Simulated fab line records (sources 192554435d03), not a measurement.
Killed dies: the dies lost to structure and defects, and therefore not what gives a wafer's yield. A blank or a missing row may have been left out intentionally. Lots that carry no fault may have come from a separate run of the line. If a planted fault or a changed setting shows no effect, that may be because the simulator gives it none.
Chamber matching | flow n5Finfet | N5_BEOL_M3_CMP_52 on cmp-04: 4 sister chambers
The step polishes, stops on SiOC, t overpolish 6.8 s, target thk 40 nm. 4 wafers are shown with their chamber, then 12 later ones without.

== EACH WAFER AND ITS CHAMBER ==
wafer  | chamber | motorCurrentA (A)
L086.6 | 3       | 4.5
L088.4 | 2       | 5.8
L087.4 | 0       | 5.4
L087.5 | 1       | 5.8

== WAFERS WHOSE CHAMBER IS MISSING ==
wafer  | motorCurrentA (A)
L091.2 | 5.4
L091.3 | 5.0
L091.6 | 5.7
L090.3 | 5.0
L090.4 | 5.6
L090.5 | 5.6
L092.1 | 4.7
L092.2 | 5.3
L092.5 | 6.1
L096.2 | 6.0
L096.5 | 6.4
L096.6 | 6.0

== WHICH CHAMBER EACH ONE RAN IN ==
wafer  | from the rows above               | in truth
L091.2 | can't be placed: 0 or 1 or 2      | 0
L091.3 | can't be placed: 0 or 3 or 1 or 2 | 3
L091.6 | can't be placed: 1 or 2 or 0      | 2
L090.3 | can't be placed: 0 or 3 or 1 or 2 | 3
L090.4 | can't be placed: 0 or 1 or 2      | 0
L090.5 | can't be placed: 0 or 1 or 2      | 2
L092.1 | can't be placed: 3 or 0           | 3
L092.2 | can't be placed: 0 or 1 or 2      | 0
L092.5 | can't be placed: 1 or 2 or 0      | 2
L096.2 | can't be placed: 1 or 2 or 0      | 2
L096.5 | can't be placed: 1 or 2 or 0      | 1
L096.6 | can't be placed: 1 or 2 or 0      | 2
Correctly placed: 0 of 12. These rows do not allow placing 12 (true chamber among the candidates in 12). Placed wrongly: 0.
How it was worked out, from the rows above alone: a wafer's distance from a chamber is the root of the sum, over the readings, of the square of ((its reading less the chamber's mean) divided by the reading's scatter). The wafer belongs to the nearest chamber; if the next one is less than 2 further off, it can't be placed. A chamber's mean is the mean of its shown wafers. The scatter: with one shown wafer a chamber, the root of the mean of the squares of how far each hidden wafer lies from its nearest shown one.
